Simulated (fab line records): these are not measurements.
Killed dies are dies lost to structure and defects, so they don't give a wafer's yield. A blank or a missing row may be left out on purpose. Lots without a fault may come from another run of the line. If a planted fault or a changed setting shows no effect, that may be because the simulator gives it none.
One fault seen from 2 desks | flow n5Finfet | each desk has only its own numbers; what lay behind them comes last

## THE TOOL OWNER'S DESK: aldSin-04
The tool's own readings at N5_MOL_CONTACT_COAG_ALD_123 (deposits SiNx, target thk 5 nm, pulse time 1 s, purge time 2 s): means of the sampled wafers that have a number, for each lot that ran on this tool. The brackets show how far a lot's mean lies from the usual mean; more than 4 standard deviations puts the lot out of limits, marked OUT.
Columns: A = heaterPowerW at N5_MOL_CONTACT_COAG_ALD_123, usual 831 W; B = precursorPulseHeightRel at N5_MOL_CONTACT_COAG_ALD_123, usual 0.998
lot  | first seen here | A   | B
L638 | day 5 21:23     | 793 | 0.999
L641 | day 6 13:03     | 831 | 1.005
L643 | day 7 00:44     | 825 | 1.013
L644 | day 7 06:56     | 812 | 0.985
L648 | day 8 06:42     | 785 | 1.001
L651 | day 9 01:45     | 845 | 0.991
L652 | day 9 05:03     | 891 | 0.998
This desk's verdict: no lot among the 7 shows anything out of limits.

## THE METROLOGY DESK
Lot by lot, what the gauges showed, no matter which tool ran the lot: averages of those sampled wafers that carry a number. The brackets show how far a lot's mean lies from the usual mean; more than 4 standard deviations puts the lot out of limits, marked OUT. Only the readings that lie furthest out on some lot appear, 7 of the 10 it has.
Columns: A = DIBL_N at N5_BEOL_M4_RC_MEAS_101, usual 36.1 mV/V; B = DIBL_P at N5_BEOL_M4_RC_MEAS_101, usual 36.1 mV/V; C = IOFF_N at N5_BEOL_M4_RC_MEAS_101, usual 0.154 nA/um; D = IOFF_P at N5_BEOL_M4_RC_MEAS_101, usual 0.201 nA/um; E = SS_N at N5_BEOL_M4_RC_MEAS_101, usual 71.5 mV/dec; F = VT_N at N5_BEOL_M4_RC_MEAS_101, usual 250.0 mV; G = VT_P at N5_BEOL_M4_RC_MEAS_101, usual -251.3 mV
lot  | first seen here | A    | B    | C     | D     | E    | F     | G
L638 | day 8 21:16     | 37.1 | 36.9 | 0.160 | 0.212 | 71.7 | 250.3 | -250.6
L641 | day 9 07:28     | 35.2 | 35.7 | 0.143 | 0.194 | 70.8 | 249.4 | -249.1
L643 | day 10 11:20    | 35.9 | 36.0 | 0.137 | 0.198 | 71.1 | 250.4 | -249.4
L644 | day 10 15:41    | 35.7 | 35.3 | 0.154 | 0.195 | 71.6 | 251.1 | -250.7
L648 | day 11 16:36    | 33.3 | 32.9 | 0.124 | 0.167 | 71.2 | 252.8 | -254.2
L649 | day 11 21:38    | 36.7 | 35.4 | 0.165 | 0.214 | 71.5 | 246.2 | -251.1
L651 | day 11 22:54    | 36.6 | 38.8 | 0.163 | 0.212 | 71.9 | 252.0 | -251.7
L652 | day 12 23:49    | 36.1 | 37.3 | 0.151 | 0.213 | 71.6 | 252.2 | -247.8
This desk's verdict: no lot among the 8 shows anything out of limits.

## TAKEN TOGETHER
The desk of the tool owner found nothing out of limits.
The metrology desk saw nothing out of limits.

## WHAT THE SIMULATOR HAD INSERTED
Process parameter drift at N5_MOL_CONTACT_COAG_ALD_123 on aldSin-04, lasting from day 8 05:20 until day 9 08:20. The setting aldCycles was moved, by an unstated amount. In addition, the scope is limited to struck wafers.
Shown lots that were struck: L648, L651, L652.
